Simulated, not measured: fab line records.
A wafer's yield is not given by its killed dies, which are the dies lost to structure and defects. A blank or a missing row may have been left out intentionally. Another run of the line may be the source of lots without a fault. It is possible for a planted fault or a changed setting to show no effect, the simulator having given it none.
Chamber matching + flow nand-harc + NHARC_P_CONTACT_ALD_22 on ald-metal-04: 4 sister chambers
The step deposits TiN, target thk 3 nm, pulse time 1 s, ald cycles 150. 8 wafers are shown with their chamber, then 8 later ones without.

WAFERS, EACH WITH ITS CHAMBER
| wafer  | chamber | heater-power-w (W) | precursor-pulse-height-rel |
|--------|---------|--------------------|----------------------------|
| L193.1 | 2       | 1185               | 1.007                      |
| L193.2 | 1       | 1263               | 0.983                      |
| L197.3 | 1       | 1240               | 0.994                      |
| L197.6 | 0       | 1259               | 0.996                      |
| L203.2 | 0       | 1250               | 0.986                      |
| L203.4 | 3       | 928                | 0.985                      |
| L203.5 | 3       | 953                | 0.978                      |
| L206.1 | 2       | 1223               | 1.014                      |

WAFERS WHOSE CHAMBER IS MISSING
| wafer  | heater-power-w (W) | precursor-pulse-height-rel |
|--------|--------------------|----------------------------|
| L206.3 | 931                | 1.004                      |
| L206.5 | 1234               | 1.004                      |
| L207.3 | 1286               | 0.974                      |
| L207.4 | 901                | 1.028                      |
| L207.5 | 1243               | 0.969                      |
| L208.2 | 920                | 1.013                      |
| L208.3 | 1223               | 1.005                      |
| L208.4 | 1253               | 0.990                      |

WHICH CHAMBER EACH WENT THROUGH
| wafer  | from the rows above          | in truth |
|--------|------------------------------|----------|
| L206.3 | 3                            | 3        |
| L206.5 | can't be placed: 2 or 0 or 1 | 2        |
| L207.3 | can't be placed: 1 or 0      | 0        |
| L207.4 | 3                            | 3        |
| L207.5 | can't be placed: 1 or 0      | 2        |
| L208.2 | 3                            | 3        |
| L208.3 | can't be placed: 2 or 0 or 1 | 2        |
| L208.4 | can't be placed: 0 or 1      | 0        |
Correctly placed: 3 of 8. These rows do not allow placing 5 (true chamber among the candidates in 4). Placed wrongly: 0.
How it was worked out, from the rows above alone: a wafer's distance from a chamber is the root of the sum, over the readings, of the square of ((its reading less the chamber's mean) divided by the reading's scatter). If the next closest chamber is less than 2 further off than the closest, the wafer can't be placed; otherwise it belongs to the closest. The mean given for a chamber averages the wafers shown for that chamber. The scatter: the root of (the sum of the squares of (reading less its chamber's mean) over the shown wafers, divided by (wafers less chambers)).
